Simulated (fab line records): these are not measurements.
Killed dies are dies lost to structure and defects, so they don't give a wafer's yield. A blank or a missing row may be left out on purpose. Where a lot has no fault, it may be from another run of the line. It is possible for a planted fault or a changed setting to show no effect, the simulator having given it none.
Split-lot experiment :: flow n5-finfet :: 21 wafers read from 7 lots, route of 1938 steps

== SPLIT DETAILS ==
At N5_BEOL_M8_DEP_56 (deposits SiCN from 3MS/NH3, target thk 10 nm, time 17.5 s), the setting time-s was moved away from the recipe's 17.5 s on 5 of the 21 wafers read, by -11.1% to +11.1%. The other wafers ran this setting at the recipe's value.

Reading taken at the split's own step.

== THE READING ==
SiCN_of_BEOL_M8_DEP_56.thk-nm (the simulator's own value, which no gauge read), in nm, at N5_BEOL_M8_DEP_56 (deposits SiCN from 3MS/NH3, target thk 10 nm, time 17.5 s). No usual value for it is given in the file. The 16 wafers here that ran the recipe average 10.0 nm, standard deviation 0.16 nm.

wafer: L080.1
tool, chamber at the split: pecvd-02, 1
time-s as run, s: 17.5
against the recipe: recipe
SiCN_of_BEOL_M8_DEP_56.thk-nm, nm: 10
against lot-mates on the recipe: -

wafer: L080.3
tool, chamber at the split: pecvd-02, 2
time-s as run, s: 17.5
against the recipe: recipe
SiCN_of_BEOL_M8_DEP_56.thk-nm, nm: 10.2
against lot-mates on the recipe: -

wafer: L080.6
tool, chamber at the split: pecvd-02, 2
time-s as run, s: 17.5
against the recipe: recipe
SiCN_of_BEOL_M8_DEP_56.thk-nm, nm: 10.2
against lot-mates on the recipe: -

wafer: L084.1
tool, chamber at the split: pecvd-04, 2
time-s as run, s: 17.5
against the recipe: recipe
SiCN_of_BEOL_M8_DEP_56.thk-nm, nm: 9.8
against lot-mates on the recipe: -

wafer: L084.3
tool, chamber at the split: pecvd-04, 1,2
time-s as run, s: 15.56
against the recipe: -11.1%
SiCN_of_BEOL_M8_DEP_56.thk-nm, nm: 9
against lot-mates on the recipe: -0.8

wafer: L084.6
tool, chamber at the split: pecvd-04, 1,2
time-s as run, s: 15.56
against the recipe: -11.1%
SiCN_of_BEOL_M8_DEP_56.thk-nm, nm: 9
against lot-mates on the recipe: -0.8

wafer: L083.2
tool, chamber at the split: pecvd-04, 1
time-s as run, s: 17.5
against the recipe: recipe
SiCN_of_BEOL_M8_DEP_56.thk-nm, nm: 10.2
against lot-mates on the recipe: -

wafer: L083.4
tool, chamber at the split: pecvd-04, 1
time-s as run, s: 18.85
against the recipe: +7.7%
SiCN_of_BEOL_M8_DEP_56.thk-nm, nm: 11.2
against lot-mates on the recipe: +1.0

wafer: L083.6
tool, chamber at the split: pecvd-04, 0
time-s as run, s: 18.85
against the recipe: +7.7%
SiCN_of_BEOL_M8_DEP_56.thk-nm, nm: 10.8
against lot-mates on the recipe: +0.6

wafer: L086.1
tool, chamber at the split: pecvd-04, 0
time-s as run, s: 17.5
against the recipe: recipe
SiCN_of_BEOL_M8_DEP_56.thk-nm, nm: 9.8
against lot-mates on the recipe: -

wafer: L086.6
tool, chamber at the split: pecvd-04, 0
time-s as run, s: 17.5
against the recipe: recipe
SiCN_of_BEOL_M8_DEP_56.thk-nm, nm: 9.8
against lot-mates on the recipe: -

wafer: L086.4
tool, chamber at the split: pecvd-04, 1
time-s as run, s: 17.5
against the recipe: recipe
SiCN_of_BEOL_M8_DEP_56.thk-nm, nm: 10
against lot-mates on the recipe: -

wafer: L090.1
tool, chamber at the split: pecvd-02, 1
time-s as run, s: 17.5
against the recipe: recipe
SiCN_of_BEOL_M8_DEP_56.thk-nm, nm: 10
against lot-mates on the recipe: -

wafer: L090.3
tool, chamber at the split: pecvd-02, 2,1
time-s as run, s: 17.5
against the recipe: recipe
SiCN_of_BEOL_M8_DEP_56.thk-nm, nm: 10.2
against lot-mates on the recipe: -

wafer: L090.5
tool, chamber at the split: pecvd-02, 2,1
time-s as run, s: 17.5
against the recipe: recipe
SiCN_of_BEOL_M8_DEP_56.thk-nm, nm: 10.2
against lot-mates on the recipe: -

wafer: L093.2
tool, chamber at the split: pecvd-04, 0
time-s as run, s: 17.5
against the recipe: recipe
SiCN_of_BEOL_M8_DEP_56.thk-nm, nm: 10
against lot-mates on the recipe: -

wafer: L093.3
tool, chamber at the split: pecvd-04, 1
time-s as run, s: 19.45
against the recipe: +11.1%
SiCN_of_BEOL_M8_DEP_56.thk-nm, nm: 11.2
against lot-mates on the recipe: +1.1

wafer: L093.5
tool, chamber at the split: pecvd-04, 1
time-s as run, s: 17.5
against the recipe: recipe
SiCN_of_BEOL_M8_DEP_56.thk-nm, nm: 10.2
against lot-mates on the recipe: -

wafer: L097.2
tool, chamber at the split: pecvd-02, 0
time-s as run, s: 17.5
against the recipe: recipe
SiCN_of_BEOL_M8_DEP_56.thk-nm, nm: 9.8
against lot-mates on the recipe: -

wafer: L097.3
tool, chamber at the split: pecvd-02, 2,1
time-s as run, s: 17.5
against the recipe: recipe
SiCN_of_BEOL_M8_DEP_56.thk-nm, nm: 10
against lot-mates on the recipe: -

wafer: L097.5
tool, chamber at the split: pecvd-02, 2,1
time-s as run, s: 17.5
against the recipe: recipe
SiCN_of_BEOL_M8_DEP_56.thk-nm, nm: 10
against lot-mates on the recipe: -
Rows listing several chambers each stand for several wafers; the file does not say which wafer went through which chamber.

THE FIT
A straight line over all 21 wafers: SiCN_of_BEOL_M8_DEP_56.thk-nm changes by +0.104 nm for each +1% of time-s; r = +0.95; the points scatter about the line by 0.17 nm.
The same after taking each lot's own level away (the mean of its wafers on the recipe; 21 wafers): +0.0863 nm for each +1%; r = +0.96; scatter 0.12 nm.
That fit puts the effect of the largest move of time-s on the reading at 0.96 nm.
Measured against the standard deviation above, the lots' own levels, which go from 9.80 to 10.20 nm, span 2.6 times it.
So the lot-to-lot level changes the slope: the two fits differ.
Check: for one of the wafers moved furthest among these (+11.1%), held out of the fit, the line's prediction against its lot-mates is +0.953 nm. It came out at +1.1 nm against them.

== FILE'S OWN FIT ==
SiCN_of_BEOL_M8_DEP_56.thk-nm changes by +0.089 nm for each +1% of time-s, r = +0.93.
